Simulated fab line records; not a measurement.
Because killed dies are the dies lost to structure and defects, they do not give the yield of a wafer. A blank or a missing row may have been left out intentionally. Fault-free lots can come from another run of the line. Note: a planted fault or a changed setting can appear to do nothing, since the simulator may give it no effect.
Comparing a struck lot with a sound one | flow nand harc | 15 steps out of a route of 1159
Sound: wafers L778.2, L778.3, L778.4. Struck: wafers L789.1, L789.2, L789.4. The cause is given at the end.
Each step with rows lists, per side, the tool, then ch with its chambers, then its first start. Under that, the readings that differ: sound wafers | struck wafers | difference of the means | sigmas: that difference in standard deviations of wafers without a fault.
alike: readings with means less than 2 such deviations apart, plus words and numbers identical on both sides. not compared: withheld readings, readings lacking a value on some wafer, bounds such as >300 that could conceal the same value, and numbers that have no deviation in the record and whose values overlap.
The two part at a step that has a row with sigmas, a row that says differs or no value, or rows on one side only. When numbers do not overlap yet have no deviation, they are printed without sigmas and do not part them. A reading that every wafer of one side lacks parts them only if that side has two wafers or more.

first, 1 step without rows for these wafers: NHARC_A_ONON_D1_DEP_06 (target thk 1000 nm).
NHARC_A_ONON_D1_THK_MEAS_08: measures by ellipsometry.
  sound: film metro-02 at day 9 04:30; struck: film metro-01 at day 11 20:04
  alike: thk nm
then, 1 step without rows for these wafers: NHARC_A_ONON_D1_DEP_09 (target thk 1000 nm).
NHARC_A_ONON_D1_THK_MEAS_11: measures by ellipsometry.
  sound: film metro-02 at day 9 05:04; struck: film metro-02 at day 11 20:37
  alike: thk nm
then, 1 step without rows for these wafers: NHARC_A_ONON_D1_DEP_12 (target thk 1000 nm).
NHARC_A_ONON_D1_THK_MEAS_14: measures by ellipsometry.
  sound: film metro-02 at day 9 05:38; struck: film metro-01 at day 11 21:11
  alike: thk nm
then, 2 steps without rows for these wafers: NHARC_A_ONON_D1_ANNEAL_15 (time 3600 s); NHARC_A_ONON_D1_DEP_16 (target thk 1000 nm).
NHARC_A_ONON_D1_THK_MEAS_18: measures by ellipsometry.
  sound: film metro-01 at day 9 12:48; struck: film metro-02 at day 12 04:18
  alike: thk nm
then, 1 step without rows for these wafers: NHARC_A_ONON_D1_DEP_19 (target thk 1000 nm).
NHARC_A_ONON_D1_THK_MEAS_21: measures by ellipsometry.
  sound: film metro-02 at day 9 13:22; struck: film metro-02 at day 12 04:53
  reading     | sound          | struck      | difference | sigmas
  thk nm (nm) | 1007 1007 1008 | 987 984 986 | -22        | -3
NHARC_A_ONON_D1_DEP_22: target thk 1000 nm.
  sound on pecvd onon-03 ch 0, day 9 13:29; struck on pecvd onon-02 ch 0, day 12 04:56
  alike: susceptor temp C
NHARC_A_ONON_D1_THK_MEAS_24: measures by ellipsometry.
  sound: film metro-01 at day 9 13:56; struck: film metro-01 at day 12 05:27
  reading     | sound          | struck         | difference | sigmas
  thk nm (nm) | 1001 1000 1001 | 1430 1430 1430 | +429       | +52
then, 1 step without rows for these wafers: NHARC_A_ONON_D1_DEP_25 (target thk 1000 nm).
-- the record jumps here: 11 days lie between the struck wafers' starts before and after (it left off in module A_ONON_D1 and takes up again in module END, whose first step shown is number 1159 of the route) --
NHARC_END_SORT_01:
  here the record holds rows for the struck wafers (prober-01 ch 0, day 23 14:10) but none for the sound ones

== WHERE THEY PART ==
Earliest at NHARC_A_ONON_D1_THK_MEAS_21; latest, in this record, at NHARC_END_SORT_01.

WHY: the cause the simulator had injected
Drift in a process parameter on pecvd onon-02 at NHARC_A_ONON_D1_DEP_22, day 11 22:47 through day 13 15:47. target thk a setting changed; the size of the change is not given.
